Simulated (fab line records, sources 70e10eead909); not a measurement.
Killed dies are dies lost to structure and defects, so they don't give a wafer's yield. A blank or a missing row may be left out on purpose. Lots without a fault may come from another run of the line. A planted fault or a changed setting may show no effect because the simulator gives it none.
fab line records | flow nand_harc
record lots=24 wafers=72 last_day=32
route steps=1302 shown A_STAIRCASE@704
lots that met no fault: from a run of the same line without faults
start_h: hours from the record's first day to the start of the lot's first wafer shown | wait_h: hours since the lot's step before | " the same as in the row above | L1.1+2: a row that stands for several wafers | - no value, or no start given | * or withheld: withheld | < > ~ a bound
route shown NAME@n: a module of which the file shows steps, and the number in the route of the first | usual: mean/standard deviation of fault-free wafers | same: alike in all rows | chamber/n: place in a boat | sites: the reading at each site | _std_site: their standard deviation | _edge_site: outer sites' mean less inner sites' | radius_mm: how far each site lies from the wafer's centre | mask NAME#n: copy n | behind: the tool/chamber that last shaped the wafer | hold: why the lot was held/for how many hours/how that ended | device: the transistor (n, p or np) that didn't switch | end of line: the same wafers' tests at the end of the route | a step without rows: its recipe alone | killed: dies lost to structure and defects at the first sort, not the wafer's yield | map: a wafer's dies, x killed, . not, _ none there
set.NAME: the setting as run; set.NAME@STEP: as run at that earlier step | model.NAME: the simulator's own value behind a step, which no gauge read
steps of the route over a sample of lots; a table a step, a row a wafer
services: from which hour (start_h, from the record's first day; less than 0 if before it) a tool's chamber was out of use, for how many hours, and why
## steps
# step NHARC_A_STAIRCASE_ETCH_190
# recipe target_depth_a=1000 time_s=40.5 ion_energy_ev=400 c4f8_flow_sccm=20 o2_flow_sccm=10 ar_flow_sccm=withheld rf_w=600 bias_w=1000 chemistry=C4F8/O2
# usual oes_product_au=0.945/0.015 rf_vpp_V=897/6.2
# columns lot.wafer tool chamber start_h wait_h oes_product_au rf_hours_counter_h rf_vpp_V
L074.1 rie_diel-08 0 - - 0.965 55 887
L074.2 " 2 " " 0.973 47 897
L074.6 " 0 " " 0.969 - 887
L075.1 rie_diel-06 1 - - 0.930 18 890
L075.4 " 0 " " 0.969 17 891
L075.5 " 2 " " 0.955 - 906
L076.4 rie_diel-08 0 - - 0.955 2 905
L076.1 " 2 " " 0.980 2 898
L076.5 " 1 " " 0.949 - 898
L077.2 rie_diel-08 3 - - 0.937 3 901
L077.4 " 2 " " 0.961 3 898
L077.5 " 0 " " 0.946 - 906
L078.2 rie_diel-06 3 - - 0.937 30 893
L078.1 " 1 " " 0.925 23 890
L078.6 " 3 " " 0.956 - 893
L079.2 rie_diel-06 2 - - 0.946 32 904
L079.4 " 3 " " 0.967 33 891
L079.5 " 3 " " 0.952 - 892
L080.2 rie_diel-10 0 - - 0.938 52 904
L080.1 " 2 " " 0.971 50 905
L080.6 " 0 " " 0.942 - 905
L081.4 rie_diel-06 3 - - 0.947 36 892
L081.1 " 1 " " 0.937 29 890
L081.5 " 2 " " 0.945 - 906
L082.3 rie_diel-06 2 - - 0.942 46 906
L082.4 " 0 " " 0.979 36 894
L082.5 " 1 " " 0.956 - 890
L083.3 rie_diel-06 3 - - 0.929 47 892
L083.4 " 1 " " 0.928 38 890
L083.6 " 2 " " 0.932 - 906
L084.1 rie_diel-08 1 - - 0.942 29 896
L084.4 " 2 " " 0.952 31 896
L084.5 " 1 " " 0.939 - 897
L085.3 rie_diel-06 2 - - 0.949 58 905
L085.2 " 0 " " 0.967 49 892
L085.6 " 3 " " 0.956 - 892
L087.3 rie_diel-10 0 - - 0.928 14 905
L087.2 " 2 " " 0.951 13 905
L087.1 " 3 " " 0.939 14 896
L086.1 rie_diel-08 3 - - 0.937 36 899
L086.4 " 0 " " 0.949 34 905
L086.3 " 2 " " 0.956 35 896
L088.2 rie_diel-06 0 - - 0.929 8 892
L088.5 " 3 " " 0.924 - 892
L088.6 " 0 " " 0.943 - 892
L089.2 rie_diel-06 2 - - 0.926 8 903
L089.4 " 1 " " 0.959 10 889
L089.5 " 2 " " 0.923 - 904
L091.4 rie_diel-06 0 - - 0.929 14 893
L091.2 " 1 " " 0.949 12 889
L091.3 " 2 " " 0.938 10 905
L090.2 rie_diel-06 2 - - 0.931 11 903
L090.4 " 0 " " 0.942 15 890
L090.5 " 1 " " 0.955 - 891
L092.2 rie_diel-08 3 - - 0.933 62 898
L092.4 " 0 " " 0.959 - 904
L092.6 " 3 " " 0.932 - 897
L093.2 rie_diel-06 1 - - 0.976 23 889
L093.1 " 2 " " 0.941 20 903
L093.5 " 1 " " 0.973 - 888
L094.3 rie_diel-10 0 - - 0.940 30 906
L094.2 " 1 " " 0.945 24 903
L094.1 " 2 " " 0.950 30 903
L095.2 rie_diel-06 1 - - 0.969 30 889
L095.1 " 0 " " 0.946 34 892
L095.6 " 0 " " 0.942 - 891
L096.4 rie_diel-06 3 - - 0.927 32 890
L096.1 " 1 " " 0.968 34 889
L096.6 " 3 " " 0.947 - 890
L097.1 rie_diel-06 0 - - 0.943 39 892
L097.3 " 1 " " 0.979 35 888
L097.5 " 0 " " 0.939 - 892
# step NHARC_A_STAIRCASE_TRIM_198
# recipe time_s=211.2 o2_flow_sccm=500 ar_flow_sccm=0 bias_w=0 chemistry=O2
# usual drypump_motor_current_A=5.8/0.48 oes_product_au=1.002/0.015 rf_vpp_V=58.0/0.93 showerhead_plenum_p_Torr=3.60/0.15 throttle_valve_pct=17.037/0.0081
# columns lot.wafer tool chamber start_h wait_h drypump_motor_current_A oes_product_au rf_hours_counter_h rf_vpp_V showerhead_plenum_p_Torr throttle_valve_pct
L074.1 rie_diel-06 3 - - 6.2 1.000 12 57.7 3.44 17.019
L074.2 " 2 " " 6.3 1.008 12 58.0 3.80 17.032
L074.6 " 3 " " 6.2 0.998 - 57.2 3.44 17.047
L075.1 rie_diel-08 2 - - 6.4 1.029 1 57.6 3.55 17.035
L075.4 " 3 " " 5.1 0.997 1 59.4 3.62 17.049
L075.5 " 1 " " 5.5 1.011 - 58.1 3.56 17.027
L076.1 rie_diel-08 3 - - 5.1 0.999 2 58.7 3.62 17.039
L076.4 " 1 " " 5.5 1.015 3 58.0 3.56 17.030
L076.5 " 2 " " 6.3 1.026 - 56.8 3.55 17.042
L077.4 rie_diel-08 0 - - 6.1 1.008 4 58.5 3.81 17.024
L077.2 " 2 " " 6.4 1.029 4 58.2 3.55 17.034
L077.5 " 0 " " 6.1 1.010 - 58.9 3.81 17.037
L078.2 rie_diel-06 0 - - 6.1 1.014 24 57.3 3.44 17.027
L078.1 " 1 " " 5.6 1.004 23 57.2 3.37 17.023
L078.6 " 3 " " 6.2 1.000 - 57.1 3.43 17.032
L079.2 rie_diel-06 0 - - 6.1 1.029 27 58.0 3.44 17.024
L079.4 " 2 " " 6.4 0.999 33 58.0 3.79 17.047
L079.5 " 1 " " 5.5 0.992 - 56.1 3.37 17.027
L080.1 rie_diel-06 3 - - 6.3 0.996 35 58.5 3.43 17.036
L080.2 " 0 " " 6.1 1.037 28 57.0 3.44 17.045
L080.6 " 2 " " 6.4 1.004 - 59.0 3.79 17.037
L081.1 rie_diel-08 0 - - 6.1 1.014 15 58.9 3.80 17.039
L081.4 " 1 " " 5.5 1.004 13 57.0 3.55 17.055
L081.5 " 3 " " 5.1 0.982 - 58.7 3.61 17.046
L082.4 rie_diel-08 3 - - 5.1 0.988 22 58.6 3.60 17.044
L082.3 " 1 " " 5.5 1.020 20 56.5 3.55 17.042
L082.5 " 3 " " 5.1 0.992 - 57.1 3.60 17.030
L083.4 rie_diel-10 3 - - 5.8 0.994 9 57.7 3.55 17.036
L083.3 " 1 " " 5.6 0.992 8 58.5 3.74 17.035
L083.6 " 3 " " 5.8 0.996 - 58.4 3.55 17.034
L084.4 rie_diel-10 3 - - 5.7 1.000 11 58.7 3.55 17.037
L084.1 " 0 " " 5.0 0.997 11 58.3 3.77 17.039
L084.5 " 3 " " 5.7 0.993 - 56.1 3.55 17.050
L085.2 rie_diel-08 3 - - 5.1 0.978 36 58.3 3.60 17.036
L085.3 " 0 " " 6.1 1.025 34 58.5 3.79 17.036
L085.6 " 2 " " 6.4 1.008 - 57.5 3.53 17.035
L087.2 rie_diel-10 0 - - 5.0 0.989 14 59.4 3.77 17.049
L087.3 " 2 " " 5.1 1.002 13 56.3 3.77 17.035
L087.1 " 3 " " 5.8 0.993 15 59.0 3.55 17.031
L086.4 rie_diel-08 3 - - 5.1 0.984 37 58.0 3.60 17.048
L086.1 " 1 " " 5.5 0.993 34 56.7 3.54 17.033
L086.3 " 2 " " 6.4 1.007 36 56.3 3.53 17.046
L088.2 rie_diel-06 1 - - 5.6 1.021 9 56.6 3.35 17.034
L088.6 " 2 " " 6.3 0.996 - 58.2 3.77 17.042
L088.5 " 3 " " 6.2 0.994 - 56.7 3.41 17.034
L089.4 rie_diel-06 0 - - 6.2 1.013 13 58.2 3.42 17.046
L089.2 " 1 " " 5.6 1.035 10 56.1 3.35 17.041
L089.5 " 3 " " 6.2 0.989 - 57.2 3.41 17.049
L091.4 rie_diel-08 1 - - 5.5 0.994 52 57.9 3.53 17.037
L091.2 " 2 " " 6.4 1.014 53 56.4 3.52 17.053
L091.3 " 3 " " 5.1 0.989 55 59.1 3.59 17.045
L090.2 rie_diel-08 3 - - 5.1 0.996 55 56.3 3.59 17.032
L090.4 " 1 " " 5.5 1.005 52 58.8 3.53 17.055
L090.5 " 3 " " 5.1 0.986 - 58.2 3.59 17.026
L092.4 rie_diel-10 3 - - 5.7 0.989 29 58.8 3.54 17.051
L092.2 " 2 " " 5.1 0.986 28 57.5 3.76 17.026
L092.6 " 0 " " 5.0 0.990 - 57.8 3.76 17.043
L093.1 rie_diel-06 2 - - 6.4 0.992 20 57.8 3.76 17.041
L093.2 " 3 " " 6.2 0.972 23 57.8 3.40 17.041
L093.5 " 3 " " 6.2 0.962 - 56.9 3.40 17.037
L094.2 rie_diel-10 2 - - 5.1 1.005 31 57.8 3.76 17.040
L094.1 " 3 " " 5.8 0.978 32 56.6 3.54 17.024
L094.3 " 1 " " 5.5 1.001 24 59.1 3.73 17.026
L095.2 rie_diel-06 2 - - 6.3 0.983 27 59.1 3.76 17.033
L095.1 " 0 " " 6.1 1.005 35 57.0 3.41 17.032
L095.6 " 0 " " 6.1 0.998 - 57.9 3.41 17.029
L096.1 rie_diel-08 3 - - 5.1 1.029 9 57.6 3.58 17.040
L096.4 " 2 " " 6.3 1.009 - 58.6 3.51 17.045
L096.6 " 3 " " 5.1 1.020 - 58.1 3.58 17.034
L097.3 rie_diel-10 2 - - 5.1 0.999 42 58.4 3.75 17.044
L097.1 " 1 " " 5.6 0.982 36 60.2 3.72 17.021
L097.5 " 2 " " 5.1 1.001 - 57.9 3.75 17.039
# step NHARC_A_STAIRCASE_ETCH_203
# recipe target_depth_a=1000 time_s=40.5 ion_energy_ev=400 c4f8_flow_sccm=20 o2_flow_sccm=10 ar_flow_sccm=withheld rf_w=600 bias_w=1000 chemistry=C4F8/O2
# usual oes_product_au=0.945/0.014 rf_vpp_V=898/5.6
# columns lot.wafer tool chamber start_h wait_h oes_product_au rf_hours_counter_h rf_vpp_V
L074.1 rie_diel-06 3 - - 0.949 13 892
L074.2 " 0 " " 0.958 10 893
L074.6 " 3 " " 0.956 - 893
L075.4 rie_diel-08 3 - - 0.942 1 901
L075.1 " 1 " " 0.957 2 897
L075.5 " 0 " " 0.962 - 906
L076.1 rie_diel-08 2 - - 0.965 3 897
L076.4 " 0 " " 0.940 3 905
L076.5 " 2 " " 0.961 - 898
L077.2 rie_diel-08 3 - - 0.960 4 900
L077.4 " 0 " " 0.950 4 906
L077.5 " 2 " " 0.970 - 895
L078.1 rie_diel-06 0 - - 0.967 24 892
L078.2 " 2 " " 0.954 30 906
L078.6 " 0 " " 0.962 - 893
L079.4 rie_diel-06 2 - - 0.943 33 904
L079.2 " 0 " " 0.973 27 893
L079.5 " 2 " " 0.941 - 905
L080.1 rie_diel-06 3 - - 0.957 35 892
L080.2 " 0 " " 0.962 29 893
L080.6 " 1 " " 0.924 - 890
L081.1 rie_diel-08 2 - - 0.965 14 896
L081.4 " 1 " " 0.960 13 896
L081.5 " 3 " " 0.932 - 899
L082.3 rie_diel-08 2 - - 0.950 20 898
L082.4 " 3 " " 0.941 22 899
L082.5 " 1 " " 0.958 - 895
L083.3 rie_diel-10 2 - - 0.941 7 905
L083.4 " 3 " " 0.934 9 897
L083.6 " 0 " " 0.944 - 904
L084.4 rie_diel-10 3 - - 0.942 12 896
L084.1 " 0 " " 0.937 12 904
L084.5 " 3 " " 0.943 - 898
L085.3 rie_diel-08 0 - - 0.958 34 906
L085.2 " 1 " " 0.948 34 898
L085.6 " 0 " " 0.954 - 907
L087.3 rie_diel-10 2 - - 0.948 14 906
L087.2 " 3 " " 0.943 15 898
L087.1 " 0 " " 0.949 15 905
L086.1 rie_diel-08 2 - - 0.972 36 895
L086.4 " 3 " " 0.924 37 900
L086.3 " 1 " " 0.937 34 895
L088.2 rie_diel-06 3 - - 0.915 11 891
L088.5 " 0 " " 0.939 - 891
L088.6 " 1 " " 0.964 - 888
L089.2 rie_diel-06 0 - - 0.937 14 892
L089.4 " 1 " " 0.958 11 889
L089.5 " 0 " " 0.937 - 892
L091.4 rie_diel-08 0 - - 0.941 54 905
L091.3 " 1 " " 0.931 52 896
L091.2 " 3 " " 0.921 56 899
L090.4 rie_diel-08 2 - - 0.976 54 894
L090.2 " 0 " " 0.949 54 904
L090.5 " 3 " " 0.940 - 897
L092.2 rie_diel-10 3 - - 0.925 29 895
L092.4 " 0 " " 0.927 28 905
L092.6 " 3 " " 0.932 - 897
L093.1 rie_diel-06 1 - - 0.961 24 889
L093.2 " 3 " " 0.913 23 893
L093.5 " 2 " " 0.943 - 906
L094.2 rie_diel-10 3 - - 0.925 32 895
L094.1 " 1 " " 0.927 24 903
L094.3 " 2 " " 0.932 31 905
L095.2 rie_diel-06 2 - - 0.939 27 905
L095.1 " 1 " " 0.971 30 888
L095.6 " 0 " " 0.943 - 892
L096.1 rie_diel-08 2 - - 0.959 9 897
L096.4 " 1 " " 0.927 - 895
L096.6 " 2 " " 0.954 - 896
L097.1 rie_diel-10 3 - - 0.936 41 896
L097.3 " 1 " " 0.939 36 902
L097.5 " 3 " " 0.921 - 895
# step NHARC_A_STAIRCASE_TRIM_224
# recipe time_s=211.2 o2_flow_sccm=500 ar_flow_sccm=0 bias_w=0 chemistry=O2
# usual drypump_motor_current_A=5.8/0.48 oes_product_au=1.003/0.016 rf_vpp_V=57.9/0.95 showerhead_plenum_p_Torr=3.58/0.16 throttle_valve_pct=17.036/0.0099
# columns lot.wafer tool chamber start_h wait_h drypump_motor_current_A oes_product_au rf_hours_counter_h rf_vpp_V showerhead_plenum_p_Torr throttle_valve_pct
L074.2 rie_diel-08 0 - - 6.0 1.037 56 56.9 3.29 17.047
L074.1 " 1 " " 5.5 1.021 58 57.3 3.56 17.022
L074.6 " 3 " " 5.1 1.012 - 58.2 3.62 17.029
L075.4 rie_diel-08 3 - - 5.1 0.990 3 59.6 3.61 17.029
L075.1 " 0 " " 6.1 1.005 3 58.4 3.81 17.031
L075.5 " 2 " " 6.3 1.028 - 58.4 3.55 17.038
L076.1 rie_diel-10 1 - - 5.5 0.998 48 59.0 3.75 17.028
L076.4 " 0 " " 5.0 1.019 45 59.4 3.78 17.017
L076.5 " 1 " " 5.5 1.008 - 59.3 3.75 17.044
L077.4 rie_diel-10 2 - - 5.1 1.028 43 57.1 3.78 17.034
L077.2 " 0 " " 5.0 1.013 46 57.5 3.78 17.053
L077.5 " 1 " " 5.5 1.005 - 58.5 3.75 17.043
L078.2 rie_diel-08 3 - - 5.1 0.996 8 58.6 3.61 17.030
L078.1 " 0 " " 6.0 1.005 7 59.4 3.80 17.030
L078.6 " 2 " " 6.3 1.027 - 58.0 3.54 17.038
L079.2 rie_diel-08 0 - - 6.0 1.003 11 58.0 3.80 17.060
L079.4 " 2 " " 6.3 1.029 11 56.5 3.54 17.016
L079.5 " 0 " " 6.0 1.018 - 59.1 3.80 17.053
L080.1 rie_diel-08 3 - - 5.1 0.994 14 58.1 3.61 17.031
L080.2 " 2 " " 6.4 1.018 12 57.3 3.54 17.044
L080.6 " 0 " " 6.1 1.011 - 59.1 3.80 17.045
L081.1 rie_diel-06 2 - - 6.3 0.999 40 56.5 3.79 17.037
L081.4 " 3 " " 6.2 1.013 41 57.2 3.43 17.029
L081.5 " 2 " " 6.4 1.003 - 57.8 3.78 17.046
L082.4 rie_diel-08 3 - - 5.1 0.994 22 59.0 3.60 17.034
L082.3 " 1 " " 5.5 1.016 21 58.1 3.55 17.022
L082.5 " 3 " " 5.1 0.988 - 59.0 3.60 17.010
L083.3 rie_diel-08 2 - - 6.3 1.018 28 57.7 3.53 17.032
L083.4 " 3 " " 5.1 0.988 30 56.4 3.60 17.048
L083.6 " 0 " " 6.1 1.002 - 57.3 3.79 17.045
L084.1 rie_diel-10 3 - - 5.8 0.993 12 56.9 3.55 17.033
L084.4 " 2 " " 5.1 1.016 - 57.0 3.77 17.030
L084.5 " 3 " " 5.8 0.986 - 58.1 3.55 17.032
L085.2 rie_diel-06 1 - - 5.5 0.998 46 56.6 3.36 17.034
L085.3 " 3 " " 6.2 1.005 62 57.6 3.42 17.035
L085.6 " 3 " " 6.3 1.010 - 57.7 3.42 17.044
L087.2 rie_diel-10 2 - - 5.1 0.997 14 59.3 3.77 17.028
L087.1 " 3 " " 5.8 0.989 15 58.5 3.55 17.045
L087.3 " 0 " " 5.0 0.998 15 58.4 3.77 17.046
L086.1 rie_diel-10 3 - - 5.8 0.999 16 58.6 3.55 17.043
L086.3 " 2 " " 5.1 1.005 15 58.4 3.77 17.048
L086.4 " 3 " " 5.8 0.995 - 57.1 3.55 17.047
L088.2 rie_diel-06 2 - - 6.3 0.993 10 57.9 3.77 17.036
L088.5 " 1 " " 5.5 1.012 - 58.7 3.35 17.025
L088.6 " 2 " " 6.3 0.987 - 57.9 3.77 17.037
L089.4 rie_diel-06 0 - - 6.2 0.996 15 56.9 3.42 17.047
L089.2 " 1 " " 5.6 1.027 12 57.4 3.35 17.041
L089.5 " 2 " " 6.3 0.994 - 57.1 3.77 17.038
L091.4 rie_diel-08 3 - - 5.1 0.988 56 58.9 3.59 17.052
L091.2 " 0 " " 6.0 1.020 54 57.9 3.78 17.030
L091.3 " 1 " " 5.5 1.013 53 57.6 3.53 17.038
L090.4 rie_diel-08 1 - - 5.5 0.997 53 56.9 3.53 17.028
L090.2 " 0 " " 6.1 1.027 55 58.3 3.78 17.050
L090.5 " 1 " " 5.5 1.004 - 58.1 3.53 17.033
L092.4 rie_diel-06 3 - - 6.2 0.968 23 58.2 3.40 17.026
L092.2 " 0 " " 6.2 0.998 26 57.6 3.41 17.034
L092.6 " 0 " " 6.1 1.000 - 59.2 3.41 17.036
L093.2 rie_diel-06 2 - - 6.4 0.983 21 60.5 3.76 17.028
L093.1 " 0 " " 6.1 1.004 27 57.0 3.41 17.028
L093.5 " 2 " " 6.3 0.984 - 57.8 3.76 17.035
L094.1 rie_diel-06 3 - - 6.2 0.978 26 57.7 3.40 17.029
L094.2 " 0 " " 6.1 1.004 29 57.4 3.41 17.028
L094.3 " 2 " " 6.4 0.991 23 59.3 3.76 17.023
L095.2 rie_diel-08 0 - - 6.1 1.029 5 58.6 3.77 17.033
L095.1 " 1 " " 5.5 0.979 4 58.1 3.53 17.013
L095.6 " 0 " " 6.1 1.023 - 58.9 3.77 17.035
L096.1 rie_diel-06 3 - - 6.2 0.986 32 58.6 3.40 17.022
L096.4 " 2 " " 6.3 0.980 31 58.2 3.76 17.033
L096.6 " 0 " " 6.1 0.990 - 57.7 3.41 17.035
L097.3 rie_diel-06 3 - - 6.2 0.980 35 56.9 3.40 17.052
L097.1 " 0 " " 6.1 1.004 39 57.9 3.41 17.025
L097.5 " 2 " " 6.3 0.980 - 58.5 3.76 17.029
# step NHARC_A_STAIRCASE_ETCH_225
# recipe target_depth_a=1000 time_s=40.5 ion_energy_ev=400 c4f8_flow_sccm=20 o2_flow_sccm=10 ar_flow_sccm=withheld rf_w=600 bias_w=1000 chemistry=C4F8/O2
# usual oes_product_au=0.943/0.017 rf_vpp_V=897/5.5
# columns lot.wafer tool chamber start_h wait_h oes_product_au rf_hours_counter_h rf_vpp_V
L074.2 rie_diel-08 2 - - 0.954 49 897
L074.1 " 0 " " 0.971 56 887
L074.6 " 2 " " 0.949 - 896
L075.4 rie_diel-08 3 - - 0.925 3 900
L075.1 " 1 " " 0.944 3 896
L075.5 " 3 " " 0.925 - 900
L076.1 rie_diel-10 3 - - 0.935 47 897
L076.4 " 1 " " 0.946 48 904
L076.5 " 3 " " 0.920 - 897
L077.2 rie_diel-10 3 - - 0.930 48 898
L077.4 " 0 " " 0.957 46 905
L077.5 " 1 " " 0.947 - 904
L078.2 rie_diel-08 1 - - 0.956 7 898
L078.1 " 3 " " 0.935 8 900
L078.6 " 1 " " 0.957 - 897
L079.2 rie_diel-08 3 - - 0.942 12 899
L079.4 " 0 " " 0.953 11 906
L079.5 " 1 " " 0.940 - 897
L080.1 rie_diel-08 1 - - 0.953 11 899
L080.2 " 2 " " 0.964 12 895
L080.6 " 3 " " 0.930 - 899
L081.1 rie_diel-06 3 - - 0.954 41 892
L081.4 " 2 " " 0.942 40 905
L081.5 " 3 " " 0.944 - 893
L082.4 rie_diel-08 3 - - 0.929 22 899
L082.3 " 0 " " 0.946 23 905
L082.5 " 2 " " 0.944 - 897
L083.4 rie_diel-08 2 - - 0.949 28 895
L083.3 " 1 " " 0.929 26 895
L083.6 " 2 " " 0.962 - 897
L084.1 rie_diel-10 3 - - 0.927 13 896
L084.5 " 3 " " 0.925 - 899
L084.4 " 0 " " 0.920 - 904
L085.2 rie_diel-06 1 - - 0.938 46 889
L085.3 " 0 " " 0.961 51 893
L085.6 " 0 " " 0.965 - 893
L087.1 rie_diel-10 0 - - 0.926 15 904
L087.3 " 2 " " 0.944 14 905
L087.2 " 3 " " 0.922 15 895
L086.1 rie_diel-10 0 - - 0.936 16 905
L086.3 " 3 " " 0.936 16 897
L086.4 " 0 " " 0.923 - 906
L088.2 rie_diel-06 0 - - 0.947 14 891
L088.6 " 0 " " 0.957 - 892
L088.5 " 1 " " 0.961 - 891
L089.4 rie_diel-06 1 - - 0.955 12 889
L089.2 " 2 " " 0.937 11 905
L089.5 " 0 " " 0.926 - 893
L091.3 rie_diel-08 2 - - 0.957 55 895
L091.4 " 3 " " 0.924 56 898
L091.2 " 1 " " 0.942 53 896
L090.4 rie_diel-08 2 - - 0.945 55 896
L090.2 " 3 " " 0.926 57 899
L090.5 " 2 " " 0.954 - 897
L092.4 rie_diel-06 3 - - 0.921 23 893
L092.2 " 2 " " 0.934 21 904
L092.6 " 0 " " 0.934 - 891
L093.1 rie_diel-06 3 - - 0.904 24 891
L093.2 " 1 " " 0.954 25 889
L093.5 " 2 " " 0.918 - 903
L094.3 rie_diel-06 3 - - 0.918 26 890
L094.1 " 0 " " 0.934 29 891
L094.2 " 1 " " 0.959 27 888
L095.1 rie_diel-08 2 - - 0.947 6 896
L095.2 " 3 " " 0.966 6 897
L095.6 " 3 " " 0.959 - 898
L096.4 rie_diel-06 0 - - 0.941 38 891
L096.1 " 2 " " 0.944 31 904
L096.6 " 0 " " 0.942 - 891
L097.3 rie_diel-06 1 - - 0.984 36 889
L097.1 " 2 " " 0.940 33 903
L097.5 " 2 " " 0.927 - 905
# step NHARC_A_STAIRCASE_DESCUM_252
# recipe time_s=3 o2_flow_sccm=200 ar_flow_sccm=0 bias_power_w=0 chemistry=O2
# usual drypump_motor_current_A=5.7/0.47 oes_product_au=1.004/0.016 rf_vpp_V=57.9/0.9 showerhead_plenum_p_Torr=1.95/0.093 throttle_valve_pct=11.310/0.0089
# columns lot.wafer tool chamber start_h wait_h drypump_motor_current_A oes_product_au rf_hours_counter_h rf_vpp_V showerhead_plenum_p_Torr throttle_valve_pct
L074.1 rie_diel-08 2 363.25 - 6.3 1.021 50 59.0 1.93 11.311
L074.2 " 3 " " 5.1 1.011 56 57.1 1.97 11.322
L074.6 " 3 " " 5.1 1.016 - 58.3 1.97 11.293
L075.4 rie_diel-10 1 387.31 - 5.5 1.003 48 58.3 2.04 11.321
L075.1 " 3 " " 5.8 0.994 47 57.9 1.93 11.315
L075.5 " 1 " " 5.5 1.005 - 57.4 2.04 11.301
L076.1 rie_diel-08 3 389.59 - 5.1 1.011 5 57.6 1.96 11.312
L076.4 " 0 " " 6.1 1.015 5 58.7 2.08 11.303
L076.5 " 3 " " 5.1 0.997 - 58.2 1.96 11.314
L077.2 rie_diel-08 2 391.82 - 6.3 1.032 5 56.5 1.92 11.303
L077.4 " 3 " " 5.1 0.998 5 57.1 1.96 11.324
L077.5 " 0 " " 6.0 1.012 - 57.3 2.07 11.306
L078.1 rie_diel-10 0 402.40 - 5.0 1.003 49 59.1 2.06 11.313
L078.2 " 1 " " 5.5 1.013 51 58.7 2.04 11.318
L078.6 " 2 " " 5.1 1.026 - 59.1 2.06 11.302
L079.2 rie_diel-10 2 416.57 - 5.1 1.031 50 57.4 2.06 11.326
L079.4 " 0 " " 5.0 1.004 52 59.0 2.06 11.306
L079.5 " 3 " " 5.8 0.990 - 57.2 1.93 11.310
L080.1 rie_diel-08 3 423.26 - 5.1 0.992 16 56.9 1.96 11.311
L080.2 " 0 " " 6.0 1.001 15 58.0 2.07 11.311
L080.6 " 1 " " 5.5 1.011 - 57.9 1.93 11.313
L081.4 rie_diel-10 0 431.57 - 5.0 1.002 1 57.9 2.06 11.310
L081.1 " 1 " " 5.5 0.983 1 57.5 2.04 11.303
L081.5 " 2 " " 5.1 1.015 - 59.1 2.06 11.302
L082.4 rie_diel-06 0 445.23 - 6.2 1.021 38 57.8 1.86 11.300
L082.3 " 2 " " 6.3 0.994 48 58.0 2.06 11.309
L082.5 " 1 " " 5.6 1.001 - 57.1 1.82 11.307
L083.4 rie_diel-10 3 460.69 - 5.8 0.992 11 58.2 1.93 11.296
L083.3 " 1 " " 5.5 1.004 10 57.7 2.03 11.320
L083.6 " 3 " " 5.7 0.999 - 56.7 1.93 11.315
L084.1 rie_diel-06 0 470.77 - 6.1 1.023 48 58.3 1.86 11.313
L084.4 " 1 " " 5.6 0.998 43 55.8 1.81 11.304
L084.5 " 3 " " 6.2 0.997 - 56.5 1.85 11.314
L085.2 rie_diel-06 2 482.24 - 6.3 0.994 58 57.8 2.06 11.305
L085.3 " 0 " " 6.1 1.023 52 57.1 1.85 11.315
L085.6 " 2 " " 6.3 0.999 - 58.0 2.06 11.314
L087.3 rie_diel-06 2 482.54 - 6.3 0.989 58 58.3 2.06 11.319
L087.1 " 3 " " 6.3 1.001 63 59.6 1.85 11.315
L087.2 " 0 " " 6.2 1.020 52 59.1 1.85 11.322
L086.4 rie_diel-06 2 482.98 - 6.3 1.001 58 57.4 2.06 11.319
L086.3 " 3 " " 6.2 1.006 63 58.7 1.85 11.319
L086.1 " 1 " " 5.5 0.991 48 58.3 1.81 11.311
L088.2 rie_diel-08 2 522.12 - 6.3 1.027 54 56.8 1.91 11.313
L088.5 " 0 " " 6.0 1.013 - 60.5 2.06 11.312
L088.6 " 1 " " 5.5 1.004 - 57.6 1.92 11.310
L089.2 rie_diel-10 3 525.87 - 5.8 0.978 20 58.2 1.92 11.322
L089.4 " 0 " " 5.0 0.988 20 57.8 2.05 11.304
L089.5 " 3 " " 5.8 0.998 - 58.1 1.92 11.312
L091.2 rie_diel-06 0 527.41 - 6.1 0.999 20 56.3 1.85 11.306
L091.4 " 1 " " 5.5 1.021 18 56.3 1.81 11.306
L091.3 " 2 " " 6.3 0.987 15 57.3 2.05 11.298
L090.4 rie_diel-06 3 527.98 - 6.2 0.970 17 58.5 1.84 11.285
L090.2 " 2 " " 6.4 0.982 15 59.6 2.05 11.291
L090.5 " 3 " " 6.2 0.975 - 58.1 1.84 11.318
L092.2 rie_diel-06 0 548.79 - 6.1 1.002 28 57.3 1.85 11.296
L092.4 " 2 " " 6.4 0.987 23 58.2 2.05 11.319
L092.6 " 3 " " 6.2 0.965 - 57.8 1.84 11.295
L093.2 rie_diel-06 0 549.22 - 6.1 1.005 28 57.8 1.85 11.320
L093.1 " 1 " " 5.5 1.021 26 56.7 1.80 11.294
L093.5 " 1 " " 5.5 1.029 - 57.5 1.80 11.315
L094.3 rie_diel-08 0 559.82 - 6.1 1.029 2 58.2 2.05 11.312
L094.2 " 1 " " 5.5 0.990 2 59.2 1.91 11.309
L094.1 " 3 " " 5.1 1.015 2 59.4 1.94 11.305
L095.1 rie_diel-10 0 567.25 - 5.0 0.999 36 59.6 2.05 11.306
L095.2 " 1 " " 5.5 0.996 32 58.6 2.03 11.306
L095.6 " 0 " " 5.0 1.011 - 58.0 2.05 11.317
L096.1 rie_diel-08 3 578.88 - 5.1 1.017 10 58.9 1.94 11.313
L096.6 " 2 " " 6.3 1.002 - 58.4 1.90 11.323
L096.4 " 3 " " 5.1 1.016 - 59.6 1.94 11.306
L097.1 rie_diel-10 3 584.63 - 5.7 0.983 43 58.2 1.92 11.304
L097.3 " 2 " " 5.1 1.014 44 57.5 2.04 11.303
L097.5 " 3 " " 5.7 0.980 - 58.5 1.92 11.317
## services
# columns tool chamber start_h hours kind
rie_diel-06 0 340.94 - clean
rie_diel-06 1 340.94 - clean
rie_diel-06 2 340.94 - clean
rie_diel-06 3 340.94 - clean
rie_diel-08 1 362.69 5.6 repair
rie_diel-06 0 365.86 - clean
rie_diel-06 1 365.86 - clean
rie_diel-06 2 365.86 - clean
rie_diel-06 3 365.86 - clean
rie_diel-08 - 367.84 9.0 pm
rie_diel-06 - 384.12 1.8 repair
rie_diel-06 0 390.40 - clean
rie_diel-06 1 390.40 - clean
rie_diel-06 2 390.40 - clean
rie_diel-06 3 390.40 - clean
rie_diel-06 0 414.91 - clean
rie_diel-10 - 420.00 9.0 pm
rie_diel-10 1 466.77 17.7 repair
rie_diel-06 2 474.45 7.3 repair
rie_diel-06 - 484.37 9.0 pm
rie_diel-10 - 491.56 33.9 repair
rie_diel-08 - 541.65 3.1 repair
rie_diel-08 - 544.84 9.0 pm
rie_diel-06 3 558.29 5.9 repair
## key
fault none
